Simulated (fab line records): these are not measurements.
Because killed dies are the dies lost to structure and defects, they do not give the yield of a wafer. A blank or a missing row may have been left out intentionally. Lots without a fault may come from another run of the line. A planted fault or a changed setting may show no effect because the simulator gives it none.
Problem report, 8D (eight disciplines) form, completed by code || flow nand_harc || the parts of the form that need people (team, actions taken, sign-off) are left out

1. THE PROBLEM
killed_at_periphery at NHARC_END_SORT_01 reads a mean of 339.2 on 4 wafers of 2 lots; wafers without a fault read 3.7 with a standard deviation of 2.5. So: +99 or more standard deviations from the usual mean.
First seen on wafer L787.1, day 27 20:29, on prober-02. Wafers with a number at this step in the record: 15, from 5 lots. Rule for "out" (also "out of limits"): further than 4 standard deviations from the usual mean. The rest of the wafers with a number are treated as sound.

2. WHAT IT IS, WHAT IT ISN'T
{"question": "which readings at this step", "is": "killed_at_periphery, defect_limited_yield, killed_dies, sort_bin_2_pct, sort_bin_3_pct, sort_bin_4_pct, sort_n_pass, sort_rim_yield_pct, sort_yield_pct", "is not": "killed_at_array, killed_at_other, killed_open, killed_short"}
{"question": "which lots", "is": "L787, L789", "is not": "L780, L793, L800"}
{"question": "which wafers of those lots", "is": "L787.1, L787.6, L789.2, L789.3", "is not": "L787.4, L789.1"}
{"question": "read on which gauges", "is": "prober-02", "is not": "prober-01"}
{"question": "when", "is": "from day 27 20:29", "is not": "up to then (3 sound wafers); but 8 sound wafers of L787, L789, L793, L800 came after"}

3. THE SUSPECTS, EACH WITH WHAT RULES IT OUT
Counting: a tool at a process step up to the reading stays a suspect if it ran every lot that is out. Sound lots after the first of them don't rule it out here, since some wafers of a struck lot are sound.
- the gauge at NHARC_END_SORT_01: kept. All the wafers that are out were read on prober-02, and no step on other tools shows them out.
- ecd_cu-02 at NHARC_P_M1_ECD_22 (material Cu, target thk 400 nm): kept. It ran every lot that is out, first L787 (day 10 01:34).
- cmp-04 at NHARC_THIN_TSV_CMP_21 (polishes, t overpolish 30 s, target thk 2000 nm): kept. It ran every lot that is out, first L787 (day 27 10:00).
- Within cmp-04 at NHARC_THIN_TSV_CMP_21: the wafers that are out ran in chambers 0, 1; their sound lot-mates ran in chamber 2.
After the count, these remain: ecd_cu-02 at NHARC_P_M1_ECD_22, cmp-04 at NHARC_THIN_TSV_CMP_21 and prober-02 at NHARC_END_SORT_01.

4. THE CAUSE (what the simulator had put in)
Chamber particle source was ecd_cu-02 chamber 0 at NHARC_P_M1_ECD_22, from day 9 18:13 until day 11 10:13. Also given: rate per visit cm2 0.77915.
Counting left 3 suspects, and this tool is among them.

5. THE CHAIN OF EFFECTS, in route order
One row per reading whose mean, taken over the struck wafers that have a number, lies over 3 standard deviations from the usual. Only readings for which the record gives a usual standard deviation are gone through. hours: the time from each lot's start at the first step in this table that gives one to its start at this step, as a median over the lots. sigmas: the change in usual standard deviations.
{"hours": 0, "step": "NHARC_END_SORT_01", "reading": "defect_limited_yield", "usual": "91.7 %", "on struck wafers": 45.8, "change": -45.9, "sigmas": -16}
{"hours": 0, "step": "NHARC_END_SORT_01", "reading": "killed_at_periphery", "usual": 3.7, "on struck wafers": 339.2, "change": "+335.6", "sigmas": "+99 or more"}
{"hours": 0, "step": "NHARC_END_SORT_01", "reading": "killed_dies", "usual": 56, "on struck wafers": 367, "change": "+311", "sigmas": "+16"}
{"hours": 0, "step": "NHARC_END_SORT_01", "reading": "sort_bin_2_pct", "usual": "2.9 %", "on struck wafers": 18.7, "change": "+15.8", "sigmas": "+13"}
{"hours": 0, "step": "NHARC_END_SORT_01", "reading": "sort_bin_3_pct", "usual": "0.6 %", "on struck wafers": 4.3, "change": "+3.7", "sigmas": "+10"}
{"hours": 0, "step": "NHARC_END_SORT_01", "reading": "sort_bin_4_pct", "usual": "4.8 %", "on struck wafers": 31.2, "change": "+26.4", "sigmas": "+16"}
{"hours": 0, "step": "NHARC_END_SORT_01", "reading": "sort_n_pass", "usual": 621, "on struck wafers": 310, "change": -311, "sigmas": -16}
{"hours": 0, "step": "NHARC_END_SORT_01", "reading": "sort_rim_yield_pct", "usual": "92 %", "on struck wafers": 46, "change": -46, "sigmas": -12}
{"hours": 0, "step": "NHARC_END_SORT_01", "reading": "sort_yield_pct", "usual": "91.7 %", "on struck wafers": 45.8, "change": -45.9, "sigmas": -16}

6. WHAT WOULD HAVE CAUGHT IT SOONER
Counted from the fault's start at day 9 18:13, it took 434 hours until the first out-of-limits reading at a measuring or inspecting step in this record, taken at day 27 20:29.
Lots out: 2; all had begun NHARC_P_M1_ECD_22 on ecd_cu-02 by day 27 20:29. A hold on the tool at that time would have spared none of them.
